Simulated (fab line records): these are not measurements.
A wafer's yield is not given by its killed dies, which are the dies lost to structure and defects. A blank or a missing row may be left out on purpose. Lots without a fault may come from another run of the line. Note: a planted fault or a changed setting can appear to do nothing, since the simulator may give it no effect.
What tool caused it? + flow n5-finfet + 37 wafers from 13 lots sampled at 4 of the route's 1938 steps

== WHAT EACH GAUGE READ, for each wafer ==
N5_BEOL_M15_CD_MEAS_17: target cd 360 nm.
| lot  | measured     | on        | cd-nm (nm)        |
|------|--------------|-----------|-------------------|
| L264 | day 11 08:55 | cd-sem-03 | 360.5 364.0       |
| L265 | day 11 12:24 | cd-sem-01 | 359.2 359.1 360.6 |
| L267 | day 11 19:07 | cd-sem-03 | 360.6 356.3 359.0 |
| L268 | day 12 04:56 | cd-sem-02 | 363.0 360.8 360.0 |
| L269 | day 12 04:29 | cd-sem-01 | 363.3 364.0 363.7 |
| L270 | day 12 17:35 | cd-sem-01 | 362.5 361.9 364.3 |
| L272 | day 12 23:55 | cd-sem-01 | 362.5 363.6 361.4 |
| L273 | day 13 10:46 | cd-sem-01 | 362.9 363.9 361.8 |
| L275 | day 13 13:19 | cd-sem-01 | 357.9 358.1       |
| L274 | day 13 13:56 | cd-sem-02 | 362.7 360.8 360.3 |
| L276 | day 14 14:37 | cd-sem-02 | 358.1 358.7 363.4 |
| L280 | day 16 09:14 | cd-sem-01 | 362.7 362.2 363.4 |
| L283 | day 17 16:09 | cd-sem-01 | 361.5 361.5 363.0 |

N5_PASSIVATION_CD_MEAS_30: target cd 4000 nm.
| lot  | measured     | on        | cd-nm (nm)           |
|------|--------------|-----------|----------------------|
| L264 | day 11 20:31 | cd-sem-03 | 4001.1 4002.8        |
| L265 | day 12 01:52 | cd-sem-01 | 4001.0 3998.4 4002.5 |
| L267 | day 12 09:55 | cd-sem-01 | 3999.8 3997.9 3999.4 |
| L268 | day 12 22:14 | cd-sem-02 | 4001.8 4000.5 4000.4 |
| L269 | day 12 21:07 | cd-sem-02 | 4001.0 4000.0 4002.1 |
| L270 | day 13 12:23 | cd-sem-03 | 3999.2 4000.5 4000.4 |
| L272 | day 13 11:43 | cd-sem-02 | 3997.0 4002.8 4000.1 |
| L273 | day 14 01:43 | cd-sem-01 | 4002.8 4000.0 4002.7 |
| L275 | day 13 23:58 | cd-sem-03 | 4000.0 4000.6        |
| L274 | day 14 07:47 | cd-sem-02 | 4005.0 3999.2 4002.9 |
| L276 | day 15 04:27 | cd-sem-03 | 3999.0 4001.4 4002.7 |
| L280 | day 17 05:38 | cd-sem-01 | 3999.9 4001.3 4002.1 |
| L283 | day 18 07:51 | cd-sem-01 | 4001.4 3999.9 4003.3 |

== TOOL THAT RAN EACH LOT (tool first, then ch and the chambers of the sampled wafers, then the start) ==
| lot  | N5_BEOL_M4_SPUTTER_79        | N5_MIM_TOP_SPUTTER_03        |
|------|------------------------------|------------------------------|
| L264 | pvd-sputter-03, day 7 15:42  | pvd-sputter-02, day 11 15:16 |
| L265 | pvd-sputter-01, day 8 01:52  | pvd-sputter-01, day 11 20:50 |
| L267 | pvd-sputter-01, day 8 06:19  | pvd-sputter-03, day 12 04:56 |
| L268 | pvd-sputter-02, day 8 21:14  | pvd-sputter-01, day 12 15:16 |
| L269 | pvd-sputter-01, day 9 00:03  | pvd-sputter-01, day 12 14:40 |
| L270 | pvd-sputter-02, day 9 10:34  | pvd-sputter-03, day 13 05:55 |
| L272 | pvd-sputter-03, day 9 15:37  | pvd-sputter-01, day 13 07:27 |
| L273 | pvd-sputter-03, day 9 18:34  | pvd-sputter-03, day 13 19:40 |
| L275 | pvd-sputter-01, day 10 01:17 | pvd-sputter-02, day 13 19:27 |
| L274 | pvd-sputter-01, day 10 03:08 | pvd-sputter-03, day 14 00:08 |
| L276 | pvd-sputter-03, day 11 00:48 | pvd-sputter-02, day 14 23:30 |
| L280 | pvd-sputter-01, day 12 18:51 | pvd-sputter-03, day 17 01:12 |
| L283 | pvd-sputter-01, day 13 22:14 | pvd-sputter-01, day 18 02:32 |
- N5_BEOL_M4_SPUTTER_79: material Cu, target thk 4.5 nm, time 8.29 s.
- N5_MIM_TOP_SPUTTER_03: material TiN, target thk 35 nm, time 89.7 s.

== AS READ BY THE TOOLS THEMSELVES (means over the sampled wafers that have a number; for cases with no such wafer, the mark the record gives instead) ==
N5_BEOL_M4_SPUTTER_79.
| lot  | tool           | substrate-temp-c (C) | throttle-valve-pct (%) |
|------|----------------|----------------------|------------------------|
| L264 | pvd-sputter-03 | -20.05               | 29.0                   |
| L265 | pvd-sputter-01 | -20.05               | 31.5                   |
| L267 | pvd-sputter-01 | -19.94               | 31.1                   |
| L268 | pvd-sputter-02 | -20.04               | 30.4                   |
| L269 | pvd-sputter-01 | -19.92               | 31.8                   |
| L270 | pvd-sputter-02 | -19.91               | 31.2                   |
| L272 | pvd-sputter-03 | -20.06               | 28.6                   |
| L273 | pvd-sputter-03 | -20.16               | 29.4                   |
| L275 | pvd-sputter-01 | -19.88               | 31.9                   |
| L274 | pvd-sputter-01 | -19.94               | 32.0                   |
| L276 | pvd-sputter-03 | -19.93               | 28.8                   |
| L280 | pvd-sputter-01 | -19.95               | 31.5                   |
| L283 | pvd-sputter-01 | -19.95               | 31.5                   |

N5_MIM_TOP_SPUTTER_03.
| lot  | tool           | substrate-temp-c (C) | throttle-valve-pct (%) |
|------|----------------|----------------------|------------------------|
| L264 | pvd-sputter-02 | 199.79               | 30.0                   |
| L265 | pvd-sputter-01 | 200.02               | 31.7                   |
| L267 | pvd-sputter-03 | 200.26               | 29.3                   |
| L268 | pvd-sputter-01 | 200.12               | 31.7                   |
| L269 | pvd-sputter-01 | 199.97               | 31.6                   |
| L270 | pvd-sputter-03 | 199.99               | 29.3                   |
| L272 | pvd-sputter-01 | 200.03               | 31.2                   |
| L273 | pvd-sputter-03 | 200.04               | 29.2                   |
| L275 | pvd-sputter-02 | 200.16               | 30.0                   |
| L274 | pvd-sputter-03 | 199.94               | 29.0                   |
| L276 | pvd-sputter-02 | 199.96               | 30.6                   |
| L280 | pvd-sputter-03 | 200.09               | 28.3                   |
| L283 | pvd-sputter-01 | 199.98               | 31.5                   |

== THE ANSWER, worked out from the rows above alone ==
Rule: the usual values come from the lots themselves. The widest of any qualifying gaps counts: lots, ordered by their means at a reading, are off when they make up no more than a third of the lots, leave a main group of 4 or more, and stand apart from it by 3 or more times the standard deviation of that group's means. Not used: any main group whose means are identical at the precision the tables above print for the reading. Also off: a lot with no number at a reading for which 4 or more lots have one. Any other lot the step has rows for is counted as sound. First the gauges in route order, then the tools' own readings, where a lot's mean is used as printed above. At the first step where some lot is off, the reading lying furthest off is the one used; lots without a number count as furthest.
None of the lots is off at any reading shown; this tells nothing.

== WHAT THE SIMULATOR HAD INSERTED ==
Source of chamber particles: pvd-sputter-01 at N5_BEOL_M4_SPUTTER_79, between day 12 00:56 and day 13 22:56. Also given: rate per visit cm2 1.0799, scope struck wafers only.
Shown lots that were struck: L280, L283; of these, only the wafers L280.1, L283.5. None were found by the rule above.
